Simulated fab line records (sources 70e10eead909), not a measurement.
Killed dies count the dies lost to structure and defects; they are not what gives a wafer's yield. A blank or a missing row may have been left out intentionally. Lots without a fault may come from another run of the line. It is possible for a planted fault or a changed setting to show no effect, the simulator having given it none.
Matching of chambers | flow nand-harc | 3 sister chambers for NHARC_A_CONTACT_DEP_58 on pecvd-03
The step deposits SiON, target thk 90 nm. 3 wafers are shown with their chamber, then 12 later ones without.

WAFERS PAIRED WITH THEIR CHAMBERS
wafer  | chamber | heater-power-w (W)
L085.6 | 2       | 696
L087.4 | 1       | 821
L087.6 | 0       | 767

WAFERS WITH NO CHAMBER GIVEN
wafer  | heater-power-w (W)
L089.4 | 792
L089.5 | 608
L089.6 | 800
L090.1 | 792
L090.4 | 828
L090.5 | 719
L093.2 | 583
L093.3 | 866
L093.6 | 579
L095.2 | 846
L095.3 | 818
L095.6 | 674

EACH ONE'S CHAMBER
wafer  | from the rows above          | in truth
L089.4 | can't be placed: 0 or 1 or 2 | 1
L089.5 | can't be placed: 2 or 0      | 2
L089.6 | can't be placed: 1 or 0 or 2 | 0
L090.1 | can't be placed: 0 or 1 or 2 | 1
L090.4 | can't be placed: 1 or 0      | 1
L090.5 | can't be placed: 2 or 0 or 1 | 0
L093.2 | can't be placed: 2 or 0      | 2
L093.3 | can't be placed: 1 or 0      | 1
L093.6 | can't be placed: 2 or 0      | 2
L095.2 | can't be placed: 1 or 0      | 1
L095.3 | can't be placed: 1 or 0      | 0
L095.6 | can't be placed: 2 or 0      | 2
Correct placement for 0 of the 12. These rows do not allow placing 12 (true chamber among the candidates in 12). Wrongly placed: 0.
How it was worked out, from the rows above alone: a wafer's distance from a chamber is the root of the sum, over the readings, of the square of ((its reading less the chamber's mean) divided by the reading's scatter). The wafer belongs to the nearest chamber; if the next one is less than 2 further off, it can't be placed. Each chamber's mean is taken over the wafers shown for it. The scatter: with one shown wafer a chamber, the root of the mean of the squares of how far each hidden wafer lies from its nearest shown one.
